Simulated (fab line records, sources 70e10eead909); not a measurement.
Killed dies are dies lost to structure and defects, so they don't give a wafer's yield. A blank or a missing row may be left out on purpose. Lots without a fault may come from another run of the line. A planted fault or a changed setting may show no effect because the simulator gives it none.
fab line records | flow nand_harc
record lots=5 wafers=15 last_day=22
route steps=1159 shown P_M1@294 P_M2@318 END@1159
lots that met no fault: from a run of the same line without faults
start_h: hours from the record's first day to the start of the lot's first wafer shown | wait_h: hours since the lot's step before | " the same as in the row above | L1.1+2: a row that stands for several wafers | - no value, or no start given | * or withheld: withheld | < > ~ a bound
route shown NAME@n: a module of which the file shows steps, and the number in the route of the first | usual: mean/standard deviation of fault-free wafers | same: alike in all rows | chamber/n: place in a boat | sites: the reading at each site | _std_site: their standard deviation | _edge_site: outer sites' mean less inner sites' | radius_mm: how far each site lies from the wafer's centre | mask NAME#n: copy n | behind: the tool/chamber that last shaped the wafer | hold: why the lot was held/for how many hours/how that ended | device: the transistor (n, p or np) that didn't switch | end of line: the same wafers' tests at the end of the route | a step without rows: its recipe alone | killed: dies lost to structure and defects at the first sort, not the wafer's yield | map: a wafer's dies, x killed, . not, _ none there
set.NAME: the setting as run; set.NAME@STEP: as run at that earlier step | model.NAME: the simulator's own value behind a step, which no gauge read
lots at some steps of the route; a table a step, a row a wafer
services: from which hour (start_h, from the record's first day; less than 0 if before it) a tool's chamber was out of use, for how many hours, and why
## steps
# step NHARC_P_M1_DEVELOP_08
# recipe develop_time_s=35 dev_temp_c=23
# step NHARC_P_M1_DESCUM_14
# recipe time_s=3 o2_flow_sccm=200 ar_flow_sccm=0 bias_power_w=0 chemistry=O2
# step NHARC_P_M1_ETCH_35
# recipe target_depth_a=400 overetch_a=120 time_s=43.94 ion_energy_ev=200 n2_flow_sccm=150 h2_flow_sccm=150 ar_flow_sccm=0 rf_w=400 bias_w=150 chemistry=N2/H2
# step NHARC_P_M1_ETCH_15
# recipe target_depth_a=1825 time_s=91.2 c4f8_flow_sccm=withheld ar_flow_sccm=400 rf_w=600 bias_w=300 chemistry=C4F8/Ar
# step NHARC_P_M1_STRIP_18
# recipe power_w=1000 n2_flow_sccm=150 h2_flow_sccm=150 ar_flow_sccm=0 bias_w=0 chemistry=N2/H2
# step NHARC_P_M1_ETCH_28
# recipe target_depth_a=300 over_etch_frac=0.3 time_s=72.99 ion_energy_ev=150 cf4_flow_sccm=50 n2_flow_sccm=100 ar_flow_sccm=150 rf_w=300 bias_w=100 chemistry=CF4/N2
# step NHARC_P_M1_STRIP_19
# recipe time_s=600 temp_c=30 chemistry=post_etch_residue_remover
# step NHARC_P_M1_DEGAS_29
# recipe temp_c=250 time_s=60
# step NHARC_P_M1_PRE_CLEAN_30
# recipe time_s=30 temp_c=280 gas=H2/He
# usual heater_power_w=375/28
# columns lot.wafer tool chamber start_h wait_h heater_power_w
L674.4 pvd_sputter-01 - 132.32 - 374
L674.2 " - " " 357
L674.5 " - " " 393
L676.1 pvd_sputter-01 - 142.12 - 372
L676.5 " - " " 364
L676.6 " - " " 331
L685.2 pvd_sputter-01 - 197.49 - 394
L685.6 " - " " 366
L685.5 " - " " 335
L686.2 pvd_sputter-01 - 197.85 - 366
L686.4 " - " " 335
L686.6 " - " " 361
L684.4 pvd_sputter-01 - 200.53 - 339
L684.2 " - " " 362
L684.1 " - " " 372
# step NHARC_P_M1_PVD_20
# recipe target_thk_a=50 bias_v=168.6 power_w=15000 chamber_pressure_pa=0.12 time_s=8.06 substrate_temp_c=50 material=TaN
# step NHARC_P_M1_PVD_21
# recipe target_thk_a=300 chamber_pressure_pa=5 power_w=5000 substrate_temp_c=30 time_s=20.49 material=Cu
# step NHARC_P_M1_ECD_22
# recipe target_thk_a=4000 bath_temp_c=25 material=Cu
# step NHARC_P_M1_ANNEAL_31
# recipe temp_c=225 time_s=90
# step NHARC_P_M1_CMP_23
# recipe t_overpolish_s=20 target_thk_nm=157.82
# step NHARC_P_M1_SRD_25
# step NHARC_P_M1_PRE_CLEAN_32
# recipe time_s=12 temp_c=370 rf_power_w=300 gas=NH3
# step NHARC_P_M1_DEP_33
# recipe target_thk_a=300 temp_c=370 target_thk_nm=30 pressure_torr=3 flow_sccm=200 rf_w=450 material=SiCN
# step NHARC_P_M2_DEP_00
# recipe target_thk_a=1825 target_thk_nm=182.5 temp_c=withheld pressure_torr=5 flow_sccm=200 rf_w=600 material=SiOC
# step NHARC_P_M2_DEHYDRATE_01
# recipe temp_c=150 time_s=120
# step NHARC_P_M2_HMDS_02
# recipe time_s=30
# step NHARC_P_M2_COAT_34
# recipe temp_c=200 time_s=65
# step NHARC_P_M2_COAT_03
# recipe spin_rpm=1500 resist_thk_nm=90
# step NHARC_P_M2_SOFTBAKE_04
# recipe temp_c=105 time_s=55
# step NHARC_P_M2_EBR_05
# step NHARC_P_M2_EXPOSE_06
# recipe na=1.35 target_cd_nm=170 dose_mj=80.78 mask_id=P_M2
# step NHARC_P_M2_PEB_07
# recipe peb_temp_c=100 peb_time_s=65
# step NHARC_P_M2_DEVELOP_08
# recipe develop_time_s=35 dev_temp_c=23
# step NHARC_P_M2_DESCUM_14
# recipe time_s=3 o2_flow_sccm=200 ar_flow_sccm=0 bias_power_w=0 chemistry=O2
# step NHARC_P_M2_ETCH_35
# recipe target_depth_a=400 overetch_a=120 time_s=43.94 ion_energy_ev=200 n2_flow_sccm=150 h2_flow_sccm=150 ar_flow_sccm=0 rf_w=400 bias_w=150 chemistry=N2/H2
# step NHARC_P_M2_ETCH_15
# recipe target_depth_a=1825 time_s=91.2 c4f8_flow_sccm=withheld ar_flow_sccm=400 rf_w=600 bias_w=300 chemistry=C4F8/Ar
# step NHARC_P_M2_STRIP_18
# recipe power_w=1000 n2_flow_sccm=150 h2_flow_sccm=150 ar_flow_sccm=0 bias_w=0 chemistry=N2/H2
# step NHARC_END_SORT_01
# recipe temp_c=25
# usual defect_limited_yield=95.1/1.6 killed_at_array=29/11 killed_at_other=0.6/1 killed_at_periphery=3.1/2.1 killed_dies=33/11 killed_open=3.1/1.9 killed_short=1.9/1.5 sort_bin_2_pct=1.5/0.66 sort_bin_3_pct=0.29/0.23 sort_bin_4_pct=3.1/0.98 sort_n_pass=644/11 sort_rim_yield_pct=96.9/2.3 sort_yield_pct=95.1/1.6
# same gross_dies=677 sort_bin_5_pct[%]=0 sort_bin_6_pct[%]=0 sort_bin_7_pct[%]=0 sort_bin_8_pct[%]=0 sort_rim_n_gross=106.00
# columns lot.wafer tool chamber start_h wait_h defect_limited_yield[%] killed_at_array killed_at_other killed_at_periphery killed_dies killed_open killed_short sort_bin_2_pct[%] sort_bin_3_pct[%] sort_bin_4_pct[%] sort_n_pass sort_rim_yield_pct[%] sort_yield_pct[%]
L684.1 prober-02 0 515.55 2.5 93.2 26 0 20 46 5 1 1.9 0.15 4.7 631 97.2 93.2
L684.2 prober-02 0 516.36 2.8 91.7 36 0 20 56 3 2 3.0 0.30 5.0 621 96.2 91.7
L684.4 prober-02 0 517.97 3.4 93.4 28 0 17 45 2 4 2.2 0.89 3.5 632 94.3 93.4
L686.2 prober-02 0 524.22 2.8 94.4 23 1 14 38 5 0 2.2 0 3.4 639 97.2 94.4
L686.4 prober-02 0 525.85 3.4 94.4 27 1 10 38 8 0 1.5 0.30 3.8 639 95.3 94.4
L686.6 prober-02 0 527.47 4.1 93.5 27 0 17 44 5 0 2.8 0.44 3.2 633 98.1 93.5
L685.2 prober-01 0 531.48 2.8 93.4 30 0 15 45 3 2 1.8 0.30 4.6 632 96.2 93.4
L685.5 prober-01 0 533.85 3.7 92.9 31 1 16 48 3 2 2.1 0.44 4.6 629 97.2 92.9
L685.6 prober-01 0 534.64 4.0 93.9 28 1 12 41 2 3 2.4 0.30 3.4 636 100.0 93.9
# killed by level:class
L684.1 P_M1:unspecified=14 A_CONTACT:chamber_film_flake=8 A_CHANNEL_HOLE_D1:chamber_film_flake=6 A_SLIT:chamber_film_flake=6 P_ZERO_WELL:chamber_film_flake=2 P_GATE:chamber_film_flake=2 P_CONTACT:geometric_particle:short=1 P_M1:geometric_particle:open=1
L684.2 P_M1:unspecified=14 A_SLIT:chamber_film_flake=13 A_CHANNEL_HOLE_D1:chamber_film_flake=8 A_CONTACT:chamber_film_flake=5 P_ZERO_WELL:chamber_film_flake=3 P_GATE:chamber_film_flake=3 A_WL_FILL:geometric_particle:short=2 A_CHANNEL_FILL_D1:chamber_film_flake=2
L684.4 P_M1:unspecified=13 A_SLIT:chamber_film_flake=13 A_CHANNEL_HOLE_D1:chamber_film_flake=4 A_CONTACT:chamber_film_flake=4 P_GATE:chamber_film_flake=2 A_STAIRCASE:chamber_film_flake=2 P_M1:geometric_particle:open=1 P_M1:geometric_particle:short=1
L686.2 A_CHANNEL_HOLE_D1:chamber_film_flake=18 P_M1:unspecified=13 P_M0:geometric_particle:open=1 A_ONON_D1:geometric_particle:open=1 A_WL_FILL:geometric_particle:open=1 A_CONTACT:geometric_particle:open=1 A_BLC:geometric_particle:open=1 A_STAIRCASE:chamber_film_flake=1
L686.4 A_CHANNEL_HOLE_D1:chamber_film_flake=16 P_M1:unspecified=8 A_STAIRCASE:chamber_film_flake=3 A_ONON_D1:geometric_particle:open=2 P_STI:geometric_particle:open=1 P_CONTACT:geometric_particle:open=1 A_CHANNEL_HOLE_D1:geometric_particle:open=1 A_SGD_CUT:geometric_particle:open=1
L686.6 A_CHANNEL_HOLE_D1:chamber_film_flake=20 P_M1:unspecified=13 A_CONTACT:geometric_particle:open=3 A_STAIRCASE:chamber_film_flake=3 P_M1:chamber_film_flake=2 P_CONTACT:geometric_particle:open=1 A_BLC:geometric_particle:open=1 P_ZERO_WELL:chamber_film_flake=1
L685.2 A_CHANNEL_HOLE_D1:chamber_film_flake=18 P_M1:unspecified=15 A_STAIRCASE:chamber_film_flake=7 A_CHANNEL_HOLE_D1:geometric_particle:open=1 A_CHANNEL_FILL_D1:geometric_particle:open=1 A_WL_FILL:geometric_particle:short=1 A_CONTACT:geometric_particle:open=1 A_CONTACT:geometric_particle:short=1
L685.5 A_CHANNEL_HOLE_D1:chamber_film_flake=17 P_M1:unspecified=13 A_STAIRCASE:chamber_film_flake=5 A_CONTACT:chamber_film_flake=5 P_ZERO_WELL:chamber_film_flake=2 P_BONDPAD:geometric_particle:open=1 A_CHANNEL_FILL_D1:geometric_particle:open=1 A_CHANNEL_FILL_D1:geometric_particle:short=1
L685.6 A_CHANNEL_HOLE_D1:chamber_film_flake=20 P_M1:unspecified=10 A_CONTACT:chamber_film_flake=3 A_CONTACT:geometric_particle:open=2 A_STAIRCASE:chamber_film_flake=2 P_GATE:geometric_particle:short=1 A_SOURCE_PLATE:geometric_particle:short=1 STARTING-WAFER:geometric_particle:short=1
# map L684.2 (x killed, . not)
____________.____________
_________......._________
_______....x......_______
______...x..x......______
_____..............._____
____.................____
____.................____
___...................___
___...................___
__................x..x.__
__.....................__
_...................x..._
_......................._
_.................x..x.._
_..................xxx.._
_..................xx..x_
.................x.x.....
.................x.x.....
...............x.........
......x..........x..x...x
....x....xx.x............
_....x.......x....x....._
_.......xxxxx..........._
_.......x..x..xx.....x.._
_....x..x.x.xx.........._
_......x.xx.x.......x..._
__x....xx..............__
__.......x.............__
___...................___
___...................___
____...x.............____
____.x...............____
_____..............._____
______.............______
_______..........._______
_________......._________
____________.____________
# map L685.5 (x killed, . not)
____________.____________
_________......._________
_______......x..x._______
______x.x.x.xxxx...______
_____..x..x..xxx...._____
____.....x....xx.....____
____.xxxx.......x....____
___...xx...x..........___
___...x...............___
__....x............x...__
__.x..x..x.............__
_......................._
_......................._
_......................._
_..................x...._
_.x......x...x.........._
..........x..............
.........................
.x.......................
.........................
.....x............x......
_...........x..........._
_..............x........_
_....x.................._
_......................._
_.......x..............._
__.....x..............x__
__.........x...........__
___...................___
___...x...............___
____.................____
____.................____
_____..............._____
______.............______
_______......x...._______
_________......._________
____________.____________
## services
# columns tool chamber start_h hours kind
pvd_sputter-01 - 121.60 3.0 repair
pvd_sputter-01 - 149.57 1.4 repair
pvd_sputter-01 - 158.00 10.0 pm
pvd_sputter-01 - 173.37 2.2 repair
## key
first_sign step=NHARC_END_SORT_01 reading=killed_at_periphery direction=up sigmas=5.9 usual=3.1 struck=15.7
effect none on later readings
met_at NHARC_P_M1_PRE_CLEAN_30
struck_wafers L684.1,L684.2,L684.4,L685.2,L685.5,L685.6,L686.2,L686.4,L686.6
onset_between 142.12 197.49
also_fits time
fault kind=chamber_particle_source tool=pvd_sputter-01 chamber=- onset_h=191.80 steps=NHARC_P_M1_PRE_CLEAN_30 rate_per_visit_cm2=0.021026 end_h=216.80
